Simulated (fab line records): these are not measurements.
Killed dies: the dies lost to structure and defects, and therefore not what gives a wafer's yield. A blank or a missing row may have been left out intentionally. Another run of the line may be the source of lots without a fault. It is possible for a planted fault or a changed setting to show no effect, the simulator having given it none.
Which tool was responsible? -- flow nand-harc -- Sampling: 7 lots, 21 wafers, 5 of 1302 route steps

## WHAT EACH GAUGE READ, for each wafer
NHARC_END_SORT_01.
lot,measured,on,defect-limited-yield (%)
L503,day 27 00:28,prober-01,79.3 81.2 74.4
L514,day 32 19:04,prober-01,94.2 92.8 90.0

## EACH LOT AND THE TOOL THAT RAN IT (in order: tool; ch and the chambers of the sampled wafers; start)
lot,NHARC_P_BONDPAD_PRECLEAN_30,NHARC_THIN_TSV_ETCH_15,NHARC_THIN_TSV_PVD_19,NHARC_THIN_TSV_ANNEAL_52
L499,"wet-bench-10 ch 2,3,4, day 7 22:03","rie-si-02 ch 0,2, day 24 19:26","pvd-sputter-03, day 24 22:37 or earlier","rtp-anneal-01 ch 0, day 24 22:37"
L497,"wet-bench-08 ch 2,4,6, day 8 05:20","rie-si-04 ch 1,2,3, day 24 15:13","pvd-sputter-01, day 24 18:28 or earlier","rtp-anneal-02 ch 0, day 24 18:28"
L503,"wet-bench-08 ch 1,6,7, day 9 06:02","rie-si-03 ch 0,3, day 26 07:07","pvd-sputter-03, day 26 10:25 or earlier","rtp-anneal-02 ch 0, day 26 10:25"
L511,"wet-bench-10 ch 5,6,7, day 13 00:53","rie-si-04 ch 0,1,2, day 30 15:04","pvd-sputter-02, day 30 18:21 or earlier","rtp-anneal-02 ch 0, day 30 18:21"
L514,"wet-bench-08 ch 2,4,5, day 13 21:23","rie-si-02 ch 0,2,3, day 32 03:22","pvd-sputter-02, day 32 06:36 or earlier","rtp-anneal-01 ch 0, day 32 06:36"
L518,"wet-bench-10 ch 3,4,6, day 15 14:43","rie-si-04 ch 1,2,3, day 32 16:56","pvd-sputter-02, day 32 20:14 or earlier","rtp-anneal-01 ch 0, day 32 20:14"
L520,"wet-bench-08 ch 3,5,6, day 16 06:04","rie-si-02 ch 0,1,2, day 33 16:16","pvd-sputter-03, day 33 19:37 or earlier","rtp-anneal-01 ch 0, day 33 19:37"
- NHARC_P_BONDPAD_PRECLEAN_30: cleans in DIW, time 300 s.
- NHARC_THIN_TSV_ETCH_15: target depth 3000 nm, bosch target overetch cycles 2, bosch etch step 2.8 s.
- NHARC_THIN_TSV_PVD_19: deposits TaN, target thk 20 nm.
- NHARC_THIN_TSV_ANNEAL_52: time 90 s.

## THE ANSWER, worked out from the rows above alone
Rule: the lots themselves supply what counts as usual. Put in order of their means at a reading, lots are off if they are a third of the lots or fewer, leave a main group of 4 or more, and stand apart from it by a gap of 3 or more times the standard deviation of the main group's means; of several such gaps the widest counts. If all means in a main group match to the digits the tables above print for the reading, that group is not used. A lot without any number at a reading at which 4 lots or more have one is off too. Any other lot the step has rows for is counted as sound.
None of the lots is off at any reading shown; this tells nothing.

## WHAT THE SIMULATOR HAD INSERTED
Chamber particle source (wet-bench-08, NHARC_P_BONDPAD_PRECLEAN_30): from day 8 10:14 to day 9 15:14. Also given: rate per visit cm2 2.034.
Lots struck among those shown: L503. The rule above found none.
